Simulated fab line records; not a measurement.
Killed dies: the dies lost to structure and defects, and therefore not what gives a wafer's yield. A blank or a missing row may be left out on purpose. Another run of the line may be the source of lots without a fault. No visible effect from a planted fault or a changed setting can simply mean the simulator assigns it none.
Split-lot trial || flow n5_finfet || on a route of 1938 steps: 7 lots, 21 wafers read

## ON THE SPLIT
At N5_BEOL_M4_ETCH_64 (etches SOC in N2/H2, target depth 75 nm, overetch 22.5 nm, time 121.9 s), the setting bias_w was moved away from the recipe's 150 W on 4 of the 21 wafers read, by -15.8% to -4.9%. For the rest of the wafers, this setting stayed at what the recipe calls for.

Reading taken at the split's own step.

## THE READING
rf_vpp_V, in V, at N5_BEOL_M4_ETCH_64 (etches SOC in N2/H2, target depth 75 nm, overetch 22.5 nm, time 121.9 s). On this fab line, fault-free wafers typically give 523.9 V with a standard deviation of 1.9 V.

{"wafer": "L074.2", "tool, chamber at the split": "rie_diel-02, 1", "bias_w as run, W": 150, "against the recipe": "recipe", "rf_vpp_V, V": 523.2, "against lot-mates on the recipe": "-"}
{"wafer": "L074.4", "tool, chamber at the split": "rie_diel-02, 0", "bias_w as run, W": 142.7, "against the recipe": "-4.9%", "rf_vpp_V, V": 508.0, "against lot-mates on the recipe": -15.2}
{"wafer": "L074.6", "tool, chamber at the split": "rie_diel-02, 0", "bias_w as run, W": 142.7, "against the recipe": "-4.9%", "rf_vpp_V, V": 508.4, "against lot-mates on the recipe": -14.8}
{"wafer": "L084.3", "tool, chamber at the split": "rie_diel-02, 0", "bias_w as run, W": 150, "against the recipe": "recipe", "rf_vpp_V, V": 526.5, "against lot-mates on the recipe": "-"}
{"wafer": "L084.4", "tool, chamber at the split": "rie_diel-02, 2", "bias_w as run, W": 150, "against the recipe": "recipe", "rf_vpp_V, V": 526.1, "against lot-mates on the recipe": "-"}
{"wafer": "L084.5", "tool, chamber at the split": "rie_diel-02, 1", "bias_w as run, W": 150, "against the recipe": "recipe", "rf_vpp_V, V": 524.6, "against lot-mates on the recipe": "-"}
{"wafer": "L085.1", "tool, chamber at the split": "rie_diel-01, 1", "bias_w as run, W": 150, "against the recipe": "recipe", "rf_vpp_V, V": 525.7, "against lot-mates on the recipe": "-"}
{"wafer": "L085.3", "tool, chamber at the split": "rie_diel-01, 2", "bias_w as run, W": 150, "against the recipe": "recipe", "rf_vpp_V, V": 520.2, "against lot-mates on the recipe": "-"}
{"wafer": "L085.4", "tool, chamber at the split": "rie_diel-01, 3", "bias_w as run, W": 129.8, "against the recipe": "-13.5%", "rf_vpp_V, V": 479.2, "against lot-mates on the recipe": -43.8}
{"wafer": "L086.2", "tool, chamber at the split": "rie_diel-02, 1", "bias_w as run, W": 150, "against the recipe": "recipe", "rf_vpp_V, V": 522.5, "against lot-mates on the recipe": "-"}
{"wafer": "L086.5", "tool, chamber at the split": "rie_diel-02, 1", "bias_w as run, W": 150, "against the recipe": "recipe", "rf_vpp_V, V": 523.3, "against lot-mates on the recipe": "-"}
{"wafer": "L086.6", "tool, chamber at the split": "rie_diel-02, 2", "bias_w as run, W": 150, "against the recipe": "recipe", "rf_vpp_V, V": 526.3, "against lot-mates on the recipe": "-"}
{"wafer": "L089.2", "tool, chamber at the split": "rie_diel-02, 3", "bias_w as run, W": 150, "against the recipe": "recipe", "rf_vpp_V, V": 524.3, "against lot-mates on the recipe": "-"}
{"wafer": "L089.5", "tool, chamber at the split": "rie_diel-02, 0", "bias_w as run, W": 150, "against the recipe": "recipe", "rf_vpp_V, V": 525.3, "against lot-mates on the recipe": "-"}
{"wafer": "L089.6", "tool, chamber at the split": "rie_diel-02, 1", "bias_w as run, W": 126.3, "against the recipe": "-15.8%", "rf_vpp_V, V": 470.8, "against lot-mates on the recipe": -54.0}
{"wafer": "L090.1", "tool, chamber at the split": "rie_diel-02, 3", "bias_w as run, W": 150, "against the recipe": "recipe", "rf_vpp_V, V": 523.5, "against lot-mates on the recipe": "-"}
{"wafer": "L090.2", "tool, chamber at the split": "rie_diel-02, 0", "bias_w as run, W": 150, "against the recipe": "recipe", "rf_vpp_V, V": 524.7, "against lot-mates on the recipe": "-"}
{"wafer": "L090.6", "tool, chamber at the split": "rie_diel-02, 2", "bias_w as run, W": 150, "against the recipe": "recipe", "rf_vpp_V, V": 527.6, "against lot-mates on the recipe": "-"}
{"wafer": "L093.1", "tool, chamber at the split": "rie_diel-02, 2", "bias_w as run, W": 150, "against the recipe": "recipe", "rf_vpp_V, V": 527.4, "against lot-mates on the recipe": "-"}
{"wafer": "L093.2", "tool, chamber at the split": "rie_diel-02, 1", "bias_w as run, W": 150, "against the recipe": "recipe", "rf_vpp_V, V": 522.8, "against lot-mates on the recipe": "-"}
{"wafer": "L093.5", "tool, chamber at the split": "rie_diel-02, 1", "bias_w as run, W": 150, "against the recipe": "recipe", "rf_vpp_V, V": 524.1, "against lot-mates on the recipe": "-"}

THE FIT
A straight line over all 21 wafers: rf_vpp_V changes by +3.39 V for each +1% of bias_w; r = +0.99; the points scatter about the line by 1.8 V.
The same after taking each lot's own level away (the mean of its wafers on the recipe; 21 wafers): +3.33 V for each +1%; r = +0.99; scatter 1.6 V.
According to that fit, moving bias_w by its largest amount changes the reading by 53 V.
Across the lots, their own levels run from 522.95 to 525.73 V, a range of 1.5 times the standard deviation given above.
Consequently the slope shifts little with the lot-to-lot level, the two slopes agreeing.
Check: for one of the wafers moved furthest among these (-15.8%), held out of the fit, the line's prediction against its lot-mates is -50.8 V. Against them it came out at -54 V.
Tool readings at the split's step, against how far the setting was moved: rf_vpp_V r = +0.99.

## THE OTHER SPLITS THESE WAFERS WENT THROUGH
Note: prior to the reading, these wafers also went through further splits. Each is held against what the fit with the lots' levels taken away leaves over:
{"other split on the same wafers": "N5_BEOL_M4_DESCUM_16 time_s", "wafers away from the commonest value": 3, "r with rf_vpp_V (lot level and that fit taken away)": "+0.01"}

## THE WHOLE CHAIN: every reading that the file lists as answering this split, in the file's order
{"step": "N5_BEOL_M4_ETCH_64", "what it does": "etches SOC in N2/H2, target depth 75 nm, overetch 22.5 nm, time 121.9 s", "reading": "rf_vpp_V", "change (the file's fit)": "+3.33 V for each +1% of the setting", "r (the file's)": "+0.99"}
{"step": "N5_BEOL_M4_ETCH_64", "what it does": "etches SOC in N2/H2, target depth 75 nm, overetch 22.5 nm, time 121.9 s", "reading": "SiARC_of_BEOL_M4_COAT_62.thk_nm (the simulator's own value, which no gauge read)", "change (the file's fit)": "-0.0756 nm for each +1% of the setting", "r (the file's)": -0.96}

## FILE'S OWN FIT
rf_vpp_V changes by +3.33 V for each +1% of bias_w, r = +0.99.
